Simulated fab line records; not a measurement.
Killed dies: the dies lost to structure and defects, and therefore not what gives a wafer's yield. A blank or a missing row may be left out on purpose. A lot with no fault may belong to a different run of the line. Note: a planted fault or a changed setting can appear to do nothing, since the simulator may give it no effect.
Chamber matching | flow n5-finfet | N5_BEOL_M3_STRIP_36 on rie-diel-06 has 4 sister chambers
The step strips in N2/H2. 18 wafers are shown with their chamber, then 9 later ones without.

## WAFERS PAIRED WITH THEIR CHAMBERS
wafer  | chamber | drypump-motor-current-A (A) | throttle-valve-pct (%) | oes-product-au (a.u.)
L074.2 | 3       | 6.4                         | 23.2                   | 0.72
L074.3 | 2       | 5.4                         | 24.1                   | 0.75
L074.6 | 1       | 5.9                         | 24.0                   | 0.76
L075.3 | 2       | 5.5                         | 24.1                   | 0.75
L075.4 | 0       | 5.5                         | 24.4                   | 0.70
L075.6 | 2       | 5.5                         | 24.1                   | 0.76
L077.2 | 2       | 5.5                         | 24.1                   | 0.75
L077.4 | 3       | 6.4                         | 23.2                   | 0.71
L077.6 | 0       | 5.5                         | 24.4                   | 0.70
L080.3 | 1       | 5.9                         | 24.0                   | 0.74
L080.4 | 0       | 5.5                         | 24.4                   | 0.69
L080.5 | 3       | 6.4                         | 23.3                   | 0.70
L081.1 | 0       | 5.5                         | 24.4                   | 0.68
L081.2 | 1       | 5.9                         | 24.0                   | 0.74
L081.3 | 2       | 5.5                         | 24.1                   | 0.74
L081.4 | 3       | 6.4                         | 23.3                   | 0.71
L081.5 | 2       | 5.5                         | 24.1                   | 0.74
L081.6 | 3       | 6.4                         | 23.2                   | 0.69

SIGNATURES, as means of the wafers listed above
reading                 | chamber 0 | chamber 1 | chamber 2 | chamber 3 | scatter within a chamber
drypump-motor-current-A | 5.500     | 5.900     | 5.483     | 6.400     | 0.0244
throttle-valve-pct      | 24.400    | 24.000    | 24.100    | 23.240    | 0.0293
oes-product-au          | 0.6925    | 0.7467    | 0.7483    | 0.7060    | 0.0098
Rule: a wafer's distance from a chamber is the root of the sum, over the readings, of the square of ((its reading less the chamber's mean) divided by the reading's scatter). The wafer belongs to the nearest chamber; if the next one is less than 2 further off, it can't be placed. The scatter is the square root of a quotient: the sum, over the shown wafers, of each reading's squared deviation from its chamber's mean, divided by wafers minus chambers.

## WAFERS WITHOUT THEIR CHAMBER
wafer  | drypump-motor-current-A (A) | throttle-valve-pct (%) | oes-product-au (a.u.)
L082.2 | 6.0                         | 24.0                   | 0.75
L082.3 | 5.5                         | 24.1                   | 0.74
L082.6 | 5.5                         | 24.4                   | 0.69
L085.4 | 5.5                         | 24.1                   | 0.73
L085.5 | 6.4                         | 23.3                   | 0.68
L085.6 | 5.5                         | 24.4                   | 0.68
L095.2 | 6.4                         | 23.3                   | 0.69
L095.4 | 5.5                         | 24.4                   | 0.68
L095.6 | 5.5                         | 24.1                   | 0.72

## EACH ONE'S CHAMBER
wafer  | from the rows above | in truth
L082.2 | 1                   | 1
L082.3 | 2                   | 2
L082.6 | 0                   | 0
L085.4 | 2                   | 2
L085.5 | 3                   | 3
L085.6 | 0                   | 0
L095.2 | 3                   | 3
L095.4 | 0                   | 0
L095.6 | 2                   | 2
9 of 9 placed correctly. Number that these rows cannot place: 0. 0 placed wrongly.
